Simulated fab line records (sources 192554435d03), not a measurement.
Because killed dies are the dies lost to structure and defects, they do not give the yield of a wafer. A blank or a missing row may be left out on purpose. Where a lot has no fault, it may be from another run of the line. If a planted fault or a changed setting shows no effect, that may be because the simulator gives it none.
Matching of chambers :: flow n5-finfet :: N5_BEOL_M5_ETCH_62 on rie-diel-01: 4 sister chambers
The step etches SOC in N2/H2, target depth 75 nm, overetch 15 nm, time 112.5 s. 16 wafers are shown with their chamber, then 8 later ones without.

WAFERS, EACH WITH ITS CHAMBER
wafer: L082.1
chamber: 0
showerhead-plenum-p-Torr (Torr): 2.53
throttle-valve-pct (%): 18.08
oes-product-au (a.u.): 0.59

wafer: L082.2
chamber: 1
showerhead-plenum-p-Torr (Torr): 2.62
throttle-valve-pct (%): 17.81
oes-product-au (a.u.): 0.55

wafer: L082.4
chamber: 3
showerhead-plenum-p-Torr (Torr): 2.44
throttle-valve-pct (%): 18.03
oes-product-au (a.u.): 0.59

wafer: L085.3
chamber: 0
showerhead-plenum-p-Torr (Torr): 2.53
throttle-valve-pct (%): 18.09
oes-product-au (a.u.): 0.58

wafer: L085.5
chamber: 3
showerhead-plenum-p-Torr (Torr): 2.43
throttle-valve-pct (%): 18.08
oes-product-au (a.u.): 0.58

wafer: L085.6
chamber: 2
showerhead-plenum-p-Torr (Torr): 2.55
throttle-valve-pct (%): 17.80
oes-product-au (a.u.): 0.63

wafer: L087.3
chamber: 2
showerhead-plenum-p-Torr (Torr): 2.55
throttle-valve-pct (%): 17.81
oes-product-au (a.u.): 0.61

wafer: L087.4
chamber: 2
showerhead-plenum-p-Torr (Torr): 2.55
throttle-valve-pct (%): 17.82
oes-product-au (a.u.): 0.62

wafer: L087.5
chamber: 3
showerhead-plenum-p-Torr (Torr): 2.43
throttle-valve-pct (%): 18.09
oes-product-au (a.u.): 0.58

wafer: L088.1
chamber: 2
showerhead-plenum-p-Torr (Torr): 2.55
throttle-valve-pct (%): 17.80
oes-product-au (a.u.): 0.62

wafer: L088.3
chamber: 3
showerhead-plenum-p-Torr (Torr): 2.43
throttle-valve-pct (%): 18.08
oes-product-au (a.u.): 0.58

wafer: L088.4
chamber: 0
showerhead-plenum-p-Torr (Torr): 2.53
throttle-valve-pct (%): 18.11
oes-product-au (a.u.): 0.59

wafer: L093.2
chamber: 0
showerhead-plenum-p-Torr (Torr): 2.53
throttle-valve-pct (%): 18.12
oes-product-au (a.u.): 0.58

wafer: L093.4
chamber: 1
showerhead-plenum-p-Torr (Torr): 2.62
throttle-valve-pct (%): 17.85
oes-product-au (a.u.): 0.54

wafer: L093.6
chamber: 1
showerhead-plenum-p-Torr (Torr): 2.62
throttle-valve-pct (%): 17.86
oes-product-au (a.u.): 0.55

wafer: L090.1
chamber: 3
showerhead-plenum-p-Torr (Torr): 2.43
throttle-valve-pct (%): 18.08
oes-product-au (a.u.): 0.57

SIGNATURES (means of the wafers above)
reading: showerhead-plenum-p-Torr
chamber 0: 2.5300
chamber 1: 2.6200
chamber 2: 2.5500
chamber 3: 2.4320
scatter within a chamber: 0.00258

reading: throttle-valve-pct
chamber 0: 18.1000
chamber 1: 17.8400
chamber 2: 17.8075
chamber 3: 18.0720
scatter within a chamber: 0.0203

reading: oes-product-au
chamber 0: 0.5850
chamber 1: 0.5467
chamber 2: 0.6200
chamber 3: 0.5800
scatter within a chamber: 0.00687
Rule: distance of a wafer from a chamber = root of the sum over the readings of ((wafer's reading minus chamber's mean) / reading's scatter) squared. If the next closest chamber is less than 2 further off than the closest, the wafer can't be placed; otherwise it belongs to the closest. The scatter: take each reading less its chamber's mean, square it, sum over the shown wafers, divide by the number of wafers less the number of chambers, and take the root.

WAFERS WHOSE CHAMBER IS MISSING
wafer: L090.3
showerhead-plenum-p-Torr (Torr): 2.53
throttle-valve-pct (%): 18.13
oes-product-au (a.u.): 0.58

wafer: L090.5
showerhead-plenum-p-Torr (Torr): 2.54
throttle-valve-pct (%): 17.82
oes-product-au (a.u.): 0.60

wafer: L091.3
showerhead-plenum-p-Torr (Torr): 2.62
throttle-valve-pct (%): 17.84
oes-product-au (a.u.): 0.54

wafer: L091.5
showerhead-plenum-p-Torr (Torr): 2.43
throttle-valve-pct (%): 18.09
oes-product-au (a.u.): 0.57

wafer: L091.6
showerhead-plenum-p-Torr (Torr): 2.53
throttle-valve-pct (%): 18.13
oes-product-au (a.u.): 0.58

wafer: L097.1
showerhead-plenum-p-Torr (Torr): 2.61
throttle-valve-pct (%): 17.86
oes-product-au (a.u.): 0.54

wafer: L097.3
showerhead-plenum-p-Torr (Torr): 2.54
throttle-valve-pct (%): 17.84
oes-product-au (a.u.): 0.61

wafer: L097.6
showerhead-plenum-p-Torr (Torr): 2.52
throttle-valve-pct (%): 18.14
oes-product-au (a.u.): 0.58

WHICH CHAMBER EACH WENT THROUGH
wafer: L090.3
from the rows above: 0
in truth: 0

wafer: L090.5
from the rows above: 2
in truth: 2

wafer: L091.3
from the rows above: 1
in truth: 1

wafer: L091.5
from the rows above: 3
in truth: 3

wafer: L091.6
from the rows above: 0
in truth: 0

wafer: L097.1
from the rows above: 1
in truth: 1

wafer: L097.3
from the rows above: 2
in truth: 2

wafer: L097.6
from the rows above: 0
in truth: 0
8 of 8 placed correctly. From these rows, 0 cannot be placed. Wrongly placed: 0.
